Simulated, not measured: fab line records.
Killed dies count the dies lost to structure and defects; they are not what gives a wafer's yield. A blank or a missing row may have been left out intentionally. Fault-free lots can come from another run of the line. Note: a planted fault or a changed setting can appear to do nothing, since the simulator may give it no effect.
Struck lot and sound lot, side by side :: flow n5_finfet :: 30 steps out of a route of 1938
Sound: the wafers L683.3, L683.4, L683.6. Struck: wafer L688.3 (left out: L688.2, L688.5 of the same lot, which were not struck); the cause appears at the end.
Per side, at each step with rows, come the tool, then ch with its chambers, and then its first start. Under that, the readings that differ: sound wafers :: struck wafers :: difference of the means :: sigmas: that difference in standard deviations of wafers without a fault.
alike: words and numbers the same on both sides, and readings whose means are apart by under 2 such deviations; not compared: readings that were withheld, readings missing a value for some wafer, numbers with overlapping values and no deviation given by the record, and bounds like >300 which may hide the same value.
A row with sigmas, a row that says differs or no value, or rows on one side alone: a step with any of these is where the two part. Numbers that have no deviation but don't overlap get no sigmas and don't part them. Lack of a reading on every wafer of one side parts them only where that side has two or more wafers.

first, 8 steps without rows for these wafers: N5_ILD0_LINER_00 (material SiNx, target thk 4 nm, pulse time 1 s, purge time 2 s); N5_ILD0_FCVD_FILL_01 (material SiO2 flowable, target thk 200 nm, time 328.3 s); N5_ILD0_CURE_02 (time 1800 s); N5_ILD0_CMP_03 (polishes, stops on SiNx, t overpolish 1.9 s, target thk 197.38 nm); N5_ILD0_CMP_07 (polishes SiO2 flowable, stops on poly-Si, t overpolish 1.18 s, target thk 138.88 nm); N5_ILD0_PRECLEAN_10 (cleans in NF3:NH3, afs cycles 5, time 20 s, sublimation time 60 s); N5_ILD0_ALD_15 (deposits SiNx, target thk 24 nm, pulse time 1 s, ald cycles 480); N5_ILD0_CMP_12 (polishes SiNx, stops on poly-Si, t overpolish 6 s, target thk 17.67 nm).
N5_SDB_HM_DEP_00: deposits SiNx from SiH4/NH3/N2, target thk 40 nm, time 35.3 s.
  sound on pecvd-04 ch 0,1, day 3 17:55; struck on pecvd-04 ch 2, day 5 00:17
reading: showerhead_plenum_p_Torr (Torr)
sound: 5.16 5.21 5.19
struck: 4.92
difference: -0.27
sigmas: -3

reading: since_wet_clean_h (h)
sound: - - -
struck: 46
difference: no value on the sound wafers
sigmas: 

reading: model.SiNx_of_SDB_HM_DEP_00.thk_nm (nm)
sound: 40.2 39.8 40.4
struck: 31.2
difference: -8.9
sigmas: 
  alike: heater_power_w, throttle_valve_pct
then, 13 steps without rows for these wafers: N5_SDB_COAT_03 (time 60 s, resist thk 100 nm); N5_SDB_COAT_04 (time 60 s, resist thk 18 nm); N5_SDB_COAT_05 (resist thk 90 nm); N5_SDB_EBR_07; N5_SDB_SOFTBAKE_06 (time 60 s); N5_SDB_EXPOSE_08 (exposes mask SDB); N5_SDB_PEB_09 (peb time 60 s); N5_SDB_DEVELOP_10 (develop time 30 s); N5_SDB_DESCUM_16 (chemistry O2, time 7.9 s); N5_SDB_ETCH_17 (etches SiARC in CF4, target depth 23.4 nm, time 39 s); N5_SDB_ETCH_18 (etches SOC in N2/H2, target depth 100 nm, overetch 20 nm, time 150 s); N5_SDB_STRIP_19 (strips in N2/H2); N5_SDB_STRIP_21 (strips in CF4).
N5_SDB_HM_OPEN_20: chemistry CH3F/O2, target SiNx, stops on poly-Si, target depth 24 nm.
  sound on rie_diel-03 ch 1,2, day 3 18:41; struck on rie_diel-05 ch 2, day 5 00:55
reading: oes_product_au (a.u.)
sound: 0.61 0.75 0.61
struck: 0.47
difference: -0.19
sigmas: -3

reading: showerhead_plenum_p_Torr (Torr)
sound: 2.07 1.97 2.07
struck: 1.89
difference: -0.15
sigmas: -2

reading: model.etch.depth_nm (nm)
sound: 24.12 23.84 24.31
struck: 15.11
difference: -8.98
sigmas: 
  alike: drypump_motor_current_A, oes_o_777_au, rf_vpp_V, throttle_valve_pct
  not compared: rf_hours_counter_h
then, 5 steps without rows for these wafers: N5_SDB_STRIP_22 (strips in N2/H2); N5_SDB_PRECLEAN_23 (cleans in dHF, time 30 s); N5_SDB_DUMMY_REMOVE_24 (chemistry TMAH, target poly-Si, stops on SiO2, target depth 142 nm, time 57 s, rinse time 30 s); N5_SDB_ETCH_25 (etches SiO2 in C4F6/O2, target depth 10 nm, time 3.3 s); N5_SDB_CUT_ETCH_26 (etches Si in HBr/Cl2/O2, target depth 129.6 nm, bt time 20 s, time 51.8 s).
N5_SDB_PRECLEAN_38: cleans in dHF, time 10 s.
  sound on wet_bench-05 ch 3,4,5, day 3 19:11; struck on wet_bench-03 ch 5, day 5 01:25
reading: model.SiNx_of_SDB_HM_DEP_00.thk_nm (nm)
sound: 22 21.4 22.2
struck: 13.2
difference: -8.7
sigmas: 
then, 1 step without rows for these wafers: N5_SDB_PRECLEAN_39 (cleans in O3/DIW, time 45 s).

== WHERE THEY PART ==
Earliest at N5_SDB_HM_DEP_00; latest, in this record, at N5_SDB_HM_OPEN_20.

WHY: what had been put in by the simulator
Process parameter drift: pecvd-04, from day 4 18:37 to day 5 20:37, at N5_SDB_HM_DEP_00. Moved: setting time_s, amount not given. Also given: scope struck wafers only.
